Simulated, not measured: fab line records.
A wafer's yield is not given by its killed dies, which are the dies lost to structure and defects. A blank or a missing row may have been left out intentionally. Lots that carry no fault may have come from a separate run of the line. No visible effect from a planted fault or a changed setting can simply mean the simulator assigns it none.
Which tool did it? / flow nand-harc / 13 lots with 39 wafers sampled at 4 steps, on a route of 1302 steps

== WHAT THE GAUGES READ, wafer by wafer ==
The record lacks any reading of a measuring or inspecting step that a usual standard deviation could be used to judge.

== WHICH TOOL RAN EACH LOT (tool, then ch and the chambers of the sampled wafers, then the start) ==
lot=L931; NHARC_A_STAIRCASE_TRIM_24=rie-diel-13 ch 1,3, day 16 00:20 or earlier; NHARC_A_STAIRCASE_TRIM_187=rie-diel-13 ch 0,2, day 16 00:20; NHARC_A_STAIRCASE_ETCH_188=rie-diel-13 ch 0,1,3, day 16 01:27; NHARC_A_STAIRCASE_TRIM_189=rie-diel-13 ch 0,1,3, no start
lot=L930; NHARC_A_STAIRCASE_TRIM_24=rie-diel-09 ch 1,2,3, day 16 03:16 or earlier; NHARC_A_STAIRCASE_TRIM_187=rie-diel-13 ch 0,2,3, day 16 03:16; NHARC_A_STAIRCASE_ETCH_188=rie-diel-13 ch 0,1,2, day 16 03:25; NHARC_A_STAIRCASE_TRIM_189=rie-diel-13 ch 0,1,3, no start
lot=L932; NHARC_A_STAIRCASE_TRIM_24=rie-diel-09 ch 0,2,3, day 17 08:02 or earlier; NHARC_A_STAIRCASE_TRIM_187=rie-diel-11 ch 0,1,2, day 17 08:02; NHARC_A_STAIRCASE_ETCH_188=rie-diel-11 ch 0,1,2, day 17 08:12; NHARC_A_STAIRCASE_TRIM_189=rie-diel-11 ch 0,1,2, no start
lot=L935; NHARC_A_STAIRCASE_TRIM_24=rie-diel-11 ch 0,3, day 18 07:32 or earlier; NHARC_A_STAIRCASE_TRIM_187=rie-diel-11 ch 0,1,2, day 18 07:32; NHARC_A_STAIRCASE_ETCH_188=rie-diel-11 ch 0,2, day 18 07:41; NHARC_A_STAIRCASE_TRIM_189=rie-diel-11 ch 1,2,3, no start
lot=L939; NHARC_A_STAIRCASE_TRIM_24=rie-diel-09 ch 1,2,3, day 19 18:53 or earlier; NHARC_A_STAIRCASE_TRIM_187=rie-diel-13 ch 0,1,2, day 19 18:53; NHARC_A_STAIRCASE_ETCH_188=rie-diel-13 ch 0,1,3, day 19 19:02; NHARC_A_STAIRCASE_TRIM_189=rie-diel-13 ch 0,1,2, no start
lot=L943; NHARC_A_STAIRCASE_TRIM_24=rie-diel-13 ch 0,1, day 21 15:01 or earlier; NHARC_A_STAIRCASE_TRIM_187=rie-diel-09 ch 0,1,2, day 21 15:01; NHARC_A_STAIRCASE_ETCH_188=rie-diel-09 ch 0,2, day 21 15:11; NHARC_A_STAIRCASE_TRIM_189=rie-diel-09 ch 0,1, no start
lot=L942; NHARC_A_STAIRCASE_TRIM_24=rie-diel-13 ch 0,1,3, day 22 02:28 or earlier; NHARC_A_STAIRCASE_TRIM_187=rie-diel-09 ch 2,3, day 22 02:28; NHARC_A_STAIRCASE_ETCH_188=rie-diel-09 ch 2,3, day 22 02:37; NHARC_A_STAIRCASE_TRIM_189=rie-diel-09 ch 1,3, no start
lot=L947; NHARC_A_STAIRCASE_TRIM_24=rie-diel-11 ch 1,3, day 23 04:09 or earlier; NHARC_A_STAIRCASE_TRIM_187=rie-diel-11 ch 0,1,2, day 23 04:09; NHARC_A_STAIRCASE_ETCH_188=rie-diel-11 ch 0,1,2, day 23 04:17; NHARC_A_STAIRCASE_TRIM_189=rie-diel-11 ch 1,3, no start
lot=L945; NHARC_A_STAIRCASE_TRIM_24=rie-diel-09 ch 0,3, day 23 07:46 or earlier; NHARC_A_STAIRCASE_TRIM_187=rie-diel-09 ch 1,2, day 23 07:46; NHARC_A_STAIRCASE_ETCH_188=rie-diel-09 ch 0,1, day 23 07:56; NHARC_A_STAIRCASE_TRIM_189=rie-diel-09 ch 0,1,3, no start
lot=L951; NHARC_A_STAIRCASE_TRIM_24=rie-diel-09 ch 2,3, day 24 17:14 or earlier; NHARC_A_STAIRCASE_TRIM_187=rie-diel-09 ch 0,2,3, day 24 17:14; NHARC_A_STAIRCASE_ETCH_188=rie-diel-09 ch 0,2,3, day 24 17:22; NHARC_A_STAIRCASE_TRIM_189=rie-diel-09 ch 0,2, no start
lot=L952; NHARC_A_STAIRCASE_TRIM_24=rie-diel-13 ch 0,2,3, day 24 18:07 or earlier; NHARC_A_STAIRCASE_TRIM_187=rie-diel-09 ch 1,2,3, day 24 18:07; NHARC_A_STAIRCASE_ETCH_188=rie-diel-09 ch 0,2,3, day 24 18:19; NHARC_A_STAIRCASE_TRIM_189=rie-diel-09 ch 0,1,2, no start
lot=L950; NHARC_A_STAIRCASE_TRIM_24=rie-diel-13 ch 0,2,3, day 24 22:26 or earlier; NHARC_A_STAIRCASE_TRIM_187=rie-diel-13 ch 0,1,3, day 24 22:26; NHARC_A_STAIRCASE_ETCH_188=rie-diel-13 ch 0,2, day 24 22:37; NHARC_A_STAIRCASE_TRIM_189=rie-diel-13 ch 1,3, no start
lot=L949; NHARC_A_STAIRCASE_TRIM_24=rie-diel-11 ch 1,2,3, day 24 22:33 or earlier; NHARC_A_STAIRCASE_TRIM_187=rie-diel-11 ch 0,1,2, day 24 22:33; NHARC_A_STAIRCASE_ETCH_188=rie-diel-11 ch 1,2,3, day 24 22:43; NHARC_A_STAIRCASE_TRIM_189=rie-diel-11 ch 0,1,3, no start
- NHARC_A_STAIRCASE_TRIM_24: chemistry O2, time 211.2 s.
- NHARC_A_STAIRCASE_TRIM_187: chemistry O2, time 211.2 s.
- NHARC_A_STAIRCASE_ETCH_188: etches the open film in C4F8/O2, target depth 100 nm, time 40.5 s.
- NHARC_A_STAIRCASE_TRIM_189: chemistry O2, time 211.2 s.

== WHAT THE TOOLS THEMSELVES READ (means of the sampled wafers that have a number; where no wafer has one, the mark that the record gives instead) ==
NHARC_A_STAIRCASE_TRIM_24. Usual: drypump-motor-current-A 5.7 A, standard deviation 0.66; oes-product-au 1.001 a.u., standard deviation 0.012; rf-vpp-V 57.8 V, standard deviation 0.75; showerhead-plenum-p-Torr 3.50 Torr, standard deviation 0.11; throttle-valve-pct 17.035 %, standard deviation 0.0084.
lot=L931; tool=rie-diel-13; drypump-motor-current-A (A)=5.2; oes-product-au (a.u.)=1.000; rf-vpp-V (V)=56.8; showerhead-plenum-p-Torr (Torr)=3.63; throttle-valve-pct (%)=17.042; flag=
lot=L930; tool=rie-diel-09; drypump-motor-current-A (A)=6.0; oes-product-au (a.u.)=1.002; rf-vpp-V (V)=57.7; showerhead-plenum-p-Torr (Torr)=3.53; throttle-valve-pct (%)=17.033; flag=
lot=L932; tool=rie-diel-09; drypump-motor-current-A (A)=5.6; oes-product-au (a.u.)=0.996; rf-vpp-V (V)=57.7; showerhead-plenum-p-Torr (Torr)=3.44; throttle-valve-pct (%)=17.036; flag=
lot=L935; tool=rie-diel-11; drypump-motor-current-A (A)=4.9; oes-product-au (a.u.)=0.988; rf-vpp-V (V)=58.5; showerhead-plenum-p-Torr (Torr)=3.37; throttle-valve-pct (%)=17.027; flag=
lot=L939; tool=rie-diel-09; drypump-motor-current-A (A)=6.0; oes-product-au (a.u.)=0.999; rf-vpp-V (V)=58.1; showerhead-plenum-p-Torr (Torr)=3.52; throttle-valve-pct (%)=17.034; flag=
lot=L943; tool=rie-diel-13; drypump-motor-current-A (A)=5.4; oes-product-au (a.u.)=0.988; rf-vpp-V (V)=57.7; showerhead-plenum-p-Torr (Torr)=3.51; throttle-valve-pct (%)=17.040; flag=
lot=L942; tool=rie-diel-13; drypump-motor-current-A (A)=5.3; oes-product-au (a.u.)=0.989; rf-vpp-V (V)=56.9; showerhead-plenum-p-Torr (Torr)=3.56; throttle-valve-pct (%)=17.026; flag=
lot=L947; tool=rie-diel-11; drypump-motor-current-A (A)=5.3; oes-product-au (a.u.)=0.984; rf-vpp-V (V)=57.4; showerhead-plenum-p-Torr (Torr)=3.33; throttle-valve-pct (%)=17.036; flag=
lot=L945; tool=rie-diel-09; drypump-motor-current-A (A)=5.1; oes-product-au (a.u.)=1.010; rf-vpp-V (V)=57.8; showerhead-plenum-p-Torr (Torr)=3.42; throttle-valve-pct (%)=17.037; flag=
lot=L951; tool=rie-diel-09; drypump-motor-current-A (A)=5.5; oes-product-au (a.u.)=1.015; rf-vpp-V (V)=57.6; showerhead-plenum-p-Torr (Torr)=3.39; throttle-valve-pct (%)=17.031; flag=
lot=L952; tool=rie-diel-13; drypump-motor-current-A (A)=5.7; oes-product-au (a.u.)=1.000; rf-vpp-V (V)=58.5; showerhead-plenum-p-Torr (Torr)=3.55; throttle-valve-pct (%)=17.035; flag=
lot=L950; tool=rie-diel-13; drypump-motor-current-A (A)=5.8; oes-product-au (a.u.)=0.991; rf-vpp-V (V)=58.1; showerhead-plenum-p-Torr (Torr)=3.55; throttle-valve-pct (%)=17.037; flag=
lot=L949; tool=rie-diel-11; drypump-motor-current-A (A)=5.9; oes-product-au (a.u.)=0.995; rf-vpp-V (V)=57.7; showerhead-plenum-p-Torr (Torr)=3.39; throttle-valve-pct (%)=17.037; flag=

NHARC_A_STAIRCASE_TRIM_187. Usual: drypump-motor-current-A 5.7 A, standard deviation 0.67; oes-product-au 1.001 a.u., standard deviation 0.012; rf-vpp-V 57.7 V, standard deviation 0.89; showerhead-plenum-p-Torr 3.49 Torr, standard deviation 0.11; throttle-valve-pct 17.035 %, standard deviation 0.0099.
lot=L931; tool=rie-diel-13; drypump-motor-current-A (A)=5.8; oes-product-au (a.u.)=0.998; rf-vpp-V (V)=58.7; showerhead-plenum-p-Torr (Torr)=3.54; throttle-valve-pct (%)=17.030; flag=
lot=L930; tool=rie-diel-13; drypump-motor-current-A (A)=5.7; oes-product-au (a.u.)=1.006; rf-vpp-V (V)=59.3; showerhead-plenum-p-Torr (Torr)=3.58; throttle-valve-pct (%)=17.036; flag=
lot=L932; tool=rie-diel-11; drypump-motor-current-A (A)=6.0; oes-product-au (a.u.)=1.005; rf-vpp-V (V)=58.0; showerhead-plenum-p-Torr (Torr)=3.48; throttle-valve-pct (%)=17.042; flag=
lot=L935; tool=rie-diel-11; drypump-motor-current-A (A)=6.0; oes-product-au (a.u.)=0.997; rf-vpp-V (V)=57.0; showerhead-plenum-p-Torr (Torr)=3.48; throttle-valve-pct (%)=17.033; flag=
lot=L939; tool=rie-diel-13; drypump-motor-current-A (A)=5.6; oes-product-au (a.u.)=0.997; rf-vpp-V (V)=58.0; showerhead-plenum-p-Torr (Torr)=3.54; throttle-valve-pct (%)=17.032; flag=
lot=L943; tool=rie-diel-09; drypump-motor-current-A (A)=6.1; oes-product-au (a.u.)=1.000; rf-vpp-V (V)=56.9; showerhead-plenum-p-Torr (Torr)=3.53; throttle-valve-pct (%)=17.039; flag=
lot=L942; tool=rie-diel-09; drypump-motor-current-A (A)=5.5; oes-product-au (a.u.)=1.012; rf-vpp-V (V)=57.3; showerhead-plenum-p-Torr (Torr)=3.40; throttle-valve-pct (%)=17.033; flag=
lot=L947; tool=rie-diel-11; drypump-motor-current-A (A)=5.9; oes-product-au (a.u.)=0.989; rf-vpp-V (V)=58.2; showerhead-plenum-p-Torr (Torr)=3.46; throttle-valve-pct (%)=17.034; flag=
lot=L945; tool=rie-diel-09; drypump-motor-current-A (A)=6.5; oes-product-au (a.u.)=1.019; rf-vpp-V (V)=58.5; showerhead-plenum-p-Torr (Torr)=3.61; throttle-valve-pct (%)=17.041; flag=
lot=L951; tool=rie-diel-09; drypump-motor-current-A (A)=5.6; oes-product-au (a.u.)=1.004; rf-vpp-V (V)=56.9; showerhead-plenum-p-Torr (Torr)=3.40; throttle-valve-pct (%)=17.027; flag=
lot=L952; tool=rie-diel-09; drypump-motor-current-A (A)=6.0; oes-product-au (a.u.)=1.011; rf-vpp-V (V)=57.2; showerhead-plenum-p-Torr (Torr)=3.49; throttle-valve-pct (%)=17.041; flag=
lot=L950; tool=rie-diel-13; drypump-motor-current-A (A)=5.3; oes-product-au (a.u.)=0.991; rf-vpp-V (V)=58.3; showerhead-plenum-p-Torr (Torr)=3.55; throttle-valve-pct (%)=17.045; flag=
lot=L949; tool=rie-diel-11; drypump-motor-current-A (A)=6.0; oes-product-au (a.u.)=0.997; rf-vpp-V (V)=57.6; showerhead-plenum-p-Torr (Torr)=3.45; throttle-valve-pct (%)=17.049; flag=

NHARC_A_STAIRCASE_ETCH_188. Usual: oes-product-au 0.945 a.u., standard deviation 0.015; rf-fwd-power-W 592 W, standard deviation 3.2; rf-vpp-V 895 V, standard deviation 4.3.
lot=L931; tool=rie-diel-13; oes-product-au (a.u.)=0.931; rf-fwd-power-W (W)=590; rf-vpp-V (V)=898; flag=
lot=L930; tool=rie-diel-13; oes-product-au (a.u.)=0.937; rf-fwd-power-W (W)=591; rf-vpp-V (V)=897; flag=
lot=L932; tool=rie-diel-11; oes-product-au (a.u.)=0.947; rf-fwd-power-W (W)=590; rf-vpp-V (V)=895; flag=
lot=L935; tool=rie-diel-11; oes-product-au (a.u.)=0.950; rf-fwd-power-W (W)=592; rf-vpp-V (V)=895; flag=
lot=L939; tool=rie-diel-13; oes-product-au (a.u.)=0.999; rf-fwd-power-W (W)=668; rf-vpp-V (V)=898; flag=OFF
lot=L943; tool=rie-diel-09; oes-product-au (a.u.)=0.949; rf-fwd-power-W (W)=596; rf-vpp-V (V)=892; flag=
lot=L942; tool=rie-diel-09; oes-product-au (a.u.)=0.961; rf-fwd-power-W (W)=593; rf-vpp-V (V)=892; flag=
lot=L947; tool=rie-diel-11; oes-product-au (a.u.)=0.940; rf-fwd-power-W (W)=591; rf-vpp-V (V)=893; flag=
lot=L945; tool=rie-diel-09; oes-product-au (a.u.)=0.964; rf-fwd-power-W (W)=593; rf-vpp-V (V)=899; flag=
lot=L951; tool=rie-diel-09; oes-product-au (a.u.)=0.948; rf-fwd-power-W (W)=593; rf-vpp-V (V)=891; flag=
lot=L952; tool=rie-diel-09; oes-product-au (a.u.)=0.933; rf-fwd-power-W (W)=594; rf-vpp-V (V)=891; flag=
lot=L950; tool=rie-diel-13; oes-product-au (a.u.)=0.926; rf-fwd-power-W (W)=596; rf-vpp-V (V)=896; flag=
lot=L949; tool=rie-diel-11; oes-product-au (a.u.)=0.929; rf-fwd-power-W (W)=590; rf-vpp-V (V)=890; flag=

NHARC_A_STAIRCASE_TRIM_189. Usual: drypump-motor-current-A 5.7 A, standard deviation 0.66; oes-product-au 1.003 a.u., standard deviation 0.012; rf-vpp-V 57.8 V, standard deviation 0.83; showerhead-plenum-p-Torr 3.50 Torr, standard deviation 0.11; throttle-valve-pct 17.037 %, standard deviation 0.0084.
lot=L931; tool=rie-diel-13; drypump-motor-current-A (A)=5.3; oes-product-au (a.u.)=0.997; rf-vpp-V (V)=57.6; showerhead-plenum-p-Torr (Torr)=3.58; throttle-valve-pct (%)=17.054; flag=
lot=L930; tool=rie-diel-13; drypump-motor-current-A (A)=5.3; oes-product-au (a.u.)=1.016; rf-vpp-V (V)=58.3; showerhead-plenum-p-Torr (Torr)=3.58; throttle-valve-pct (%)=17.038; flag=
lot=L932; tool=rie-diel-11; drypump-motor-current-A (A)=6.0; oes-product-au (a.u.)=0.999; rf-vpp-V (V)=58.4; showerhead-plenum-p-Torr (Torr)=3.48; throttle-valve-pct (%)=17.042; flag=
lot=L935; tool=rie-diel-11; drypump-motor-current-A (A)=5.9; oes-product-au (a.u.)=1.008; rf-vpp-V (V)=57.5; showerhead-plenum-p-Torr (Torr)=3.42; throttle-valve-pct (%)=17.035; flag=
lot=L939; tool=rie-diel-13; drypump-motor-current-A (A)=5.6; oes-product-au (a.u.)=0.992; rf-vpp-V (V)=58.5; showerhead-plenum-p-Torr (Torr)=3.54; throttle-valve-pct (%)=17.030; flag=
lot=L943; tool=rie-diel-09; drypump-motor-current-A (A)=5.6; oes-product-au (a.u.)=1.007; rf-vpp-V (V)=58.0; showerhead-plenum-p-Torr (Torr)=3.54; throttle-valve-pct (%)=17.029; flag=
lot=L942; tool=rie-diel-09; drypump-motor-current-A (A)=6.0; oes-product-au (a.u.)=1.014; rf-vpp-V (V)=58.0; showerhead-plenum-p-Torr (Torr)=3.61; throttle-valve-pct (%)=17.035; flag=
lot=L947; tool=rie-diel-11; drypump-motor-current-A (A)=5.3; oes-product-au (a.u.)=0.973; rf-vpp-V (V)=57.4; showerhead-plenum-p-Torr (Torr)=3.33; throttle-valve-pct (%)=17.043; flag=
lot=L945; tool=rie-diel-09; drypump-motor-current-A (A)=5.6; oes-product-au (a.u.)=1.008; rf-vpp-V (V)=57.8; showerhead-plenum-p-Torr (Torr)=3.51; throttle-valve-pct (%)=17.042; flag=
lot=L951; tool=rie-diel-09; drypump-motor-current-A (A)=6.1; oes-product-au (a.u.)=1.011; rf-vpp-V (V)=57.4; showerhead-plenum-p-Torr (Torr)=3.40; throttle-valve-pct (%)=17.029; flag=
lot=L952; tool=rie-diel-09; drypump-motor-current-A (A)=6.0; oes-product-au (a.u.)=1.014; rf-vpp-V (V)=58.4; showerhead-plenum-p-Torr (Torr)=3.51; throttle-valve-pct (%)=17.033; flag=
lot=L950; tool=rie-diel-13; drypump-motor-current-A (A)=5.2; oes-product-au (a.u.)=1.004; rf-vpp-V (V)=58.2; showerhead-plenum-p-Torr (Torr)=3.60; throttle-valve-pct (%)=17.038; flag=
lot=L949; tool=rie-diel-11; drypump-motor-current-A (A)=5.4; oes-product-au (a.u.)=0.998; rf-vpp-V (V)=57.6; showerhead-plenum-p-Torr (Torr)=3.38; throttle-valve-pct (%)=17.037; flag=

== THE ANSWER, worked out from the rows above alone ==
Rule: a lot counts as off when the mean over its wafers that have a number is more than 3 standard deviations away from the usual mean. A lot without any number at a reading at which 4 lots or more have one is off too. The other lots that the step has rows for count as sound. First the gauges in route order, then the tools' own readings, where a lot's mean is used as printed above. The first step at which some lot is off is used, and at that step the reading that is off furthest; a lot without a number counts as furthest.
Off at NHARC_A_STAIRCASE_ETCH_188 (rf-fwd-power-W): L939.
A tool fits if, at that step or a process step before it, it ran every lot that is off, and no sound lot after the first of them. NHARC_A_STAIRCASE_TRIM_24 gives no start for some lots, so the hours and the order of its lots are those of NHARC_A_STAIRCASE_TRIM_187. Of those tried, none fits.

== WHAT WAS PUT IN BY THE SIMULATOR ==
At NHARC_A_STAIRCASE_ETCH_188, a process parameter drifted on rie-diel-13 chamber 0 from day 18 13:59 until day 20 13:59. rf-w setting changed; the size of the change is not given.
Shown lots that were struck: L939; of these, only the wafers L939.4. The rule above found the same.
